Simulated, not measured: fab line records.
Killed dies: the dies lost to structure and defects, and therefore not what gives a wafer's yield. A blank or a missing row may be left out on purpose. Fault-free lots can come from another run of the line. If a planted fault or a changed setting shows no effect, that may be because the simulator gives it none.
Struck lot and sound lot, side by side | flow n5 finfet | 37 steps out of a route of 1938
Sound: these wafers, L526.4, L526.5, L526.6. Wafers L514.3, L514.4, L514.5 were the ones struck. Last of all comes the cause.
Each step with rows lists, per side, the tool, then ch with its chambers, then its first start. Under that, the readings that differ: sound wafers | struck wafers | difference of the means | sigmas: that difference in standard deviations of wafers without a fault.
alike: readings with means less than 2 such deviations apart, plus words and numbers identical on both sides. not compared: withheld readings, readings lacking a value on some wafer, bounds such as >300 that could conceal the same value, and numbers that have no deviation in the record and whose values overlap.
Wherever a step has rows on one side only, a row that says differs or no value, or a row with sigmas, the two part there. When numbers do not overlap yet have no deviation, they are printed without sigmas and do not part them. A reading missing from all wafers of one side parts the sides only when that side holds two or more wafers.

first, 9 steps without rows for these wafers: N5_WELL_APT_COAT_02 (resist thk 950 nm); N5_WELL_APT_EBR_04; N5_WELL_APT_SOFTBAKE_03 (time 60 s); N5_WELL_APT_EXPOSE_05 (exposes mask NWELL, defocus 0 nm, target cd 200 nm); N5_WELL_APT_PEB_06 (peb time 90 s); N5_WELL_APT_DEVELOP_07 (develop time 45 s); N5_WELL_APT_HARDBAKE_12 (time 120 s); N5_WELL_APT_DESCUM_13 (chemistry O2, time 7.9 s); N5_WELL_APT_IMPLANT_14.
N5_WELL_APT_IMPLANT_15:
  sound on implanter-02 ch 0, day 6 20:47; struck on implanter-02 ch 0, day 3 20:19
  reading            | sound                            | struck                           | difference  | sigmas
  dose ions cm2      | 1.4976e+13 1.4988e+13 1.4978e+13 | 2.0503e+13 2.0504e+13 2.0518e+13 | +5.5277e+12 | +99 or more
  faraday current uA | 187 190 185                      | 261 263 251                      | +71         | +18
then, 25 steps without rows for these wafers: N5_WELL_APT_STRIP_16 (strips in SPM, time 900 s); N5_WELL_APT_HMDS_18 (time 60 s); N5_WELL_APT_COAT_19 (resist thk 950 nm); N5_WELL_APT_EBR_21; N5_WELL_APT_SOFTBAKE_20 (time 60 s); N5_WELL_APT_EXPOSE_22 (exposes mask PWELL, defocus 0 nm, target cd 200 nm); N5_WELL_APT_PEB_23 (peb time 90 s); N5_WELL_APT_DEVELOP_24 (develop time 45 s); N5_WELL_APT_HARDBAKE_29 (time 120 s); N5_WELL_APT_DESCUM_30 (chemistry O2, time 7.9 s); N5_WELL_APT_IMPLANT_31; N5_WELL_APT_IMPLANT_32; N5_WELL_APT_STRIP_33 (strips in SPM, time 900 s); N5_WELL_APT_RTA_34 (time 10 s); N5_WELL_APT_OXIDE_STRIP_42 (strips SiO2 in dHF, time 45 s, target depth 12 nm); N5_WELL_APT_PRECLEAN_36 (cleans in O3/DIW, time 45 s); N5_WELL_APT_PRECLEAN_39 (cleans in dHF, time 60 s); N5_WELL_APT_SRD_37 (time 30 s); N5_WELL_APT_EPI_41 (deposits Si from SiH4/H2, target thk 50 nm, time 297.7 s); N5_PMOS_HMC_CHANNEL_EPI_HM_DEP_34 (deposits SiO2 from TEOS/O2, target thk 36 nm, time 6.9 s); N5_PMOS_HMC_CHANNEL_EPI_COAT_31 (time 60 s, resist thk 66 nm); N5_PMOS_HMC_CHANNEL_EPI_COAT_03 (resist thk 205 nm); N5_PMOS_HMC_CHANNEL_EPI_EBR_05; N5_PMOS_HMC_CHANNEL_EPI_SOFTBAKE_04 (time 60 s); N5_PMOS_HMC_CHANNEL_EPI_EXPOSE_06 (exposes mask PMOS HMC BLK, target cd 240 nm).
-- here the record skips 8 days between the struck wafers' starts before and after, leaving off in module PMOS_HMC_CHANNEL_EPI and picking up in module BEOL_M4 (first step shown: number 1111 of the route) --
N5_BEOL_M4_RC_MEAS_101:
  sound on prober-02 ch 0, day 15 15:19; struck on prober-02 ch 0, day 11 17:19
  reading | sound          | struck         | difference | sigmas
  CJ_P    | 5.32 5.61 5.81 | 6.76 6.97 6.75 | +1.25      | +7
  alike: DIBL_N, DIBL_P, IOFF_N, IOFF_P, ION_N, ION_P, SS_N, SS_P, VT_N, VT_P
-- a jump in the record: the struck wafers' starts before and after are 4 days apart (it breaks off in module BEOL_M4 and resumes in module PASSIVATION, where the first step shown is number 1936 of the route) --
N5_PASSIVATION_PROBE_49:
  sound on prober-01 at day 20 04:19; struck on prober-02 at day 16 00:38
  alike: defect limited yield, killed_at_M0_to_M3, killed_at_M4_up, killed at contacts, killed at front end, killed at other, killed dies, killed open, killed short, sort_bin_5_function, sort_bin_6_memory, sort n pass, sort yield pct

== WHERE THEY PART ==
Last at N5_BEOL_M4_RC_MEAS_101 as far as this record goes, first at N5_WELL_APT_IMPLANT_15. Later steps at which nothing parts them and some readings are alike: N5_PASSIVATION_PROBE_49.

WHY: what the simulator had put in
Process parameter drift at N5_WELL_APT_IMPLANT_15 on implanter-02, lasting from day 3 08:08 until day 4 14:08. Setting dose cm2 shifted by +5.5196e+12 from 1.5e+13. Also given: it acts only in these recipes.
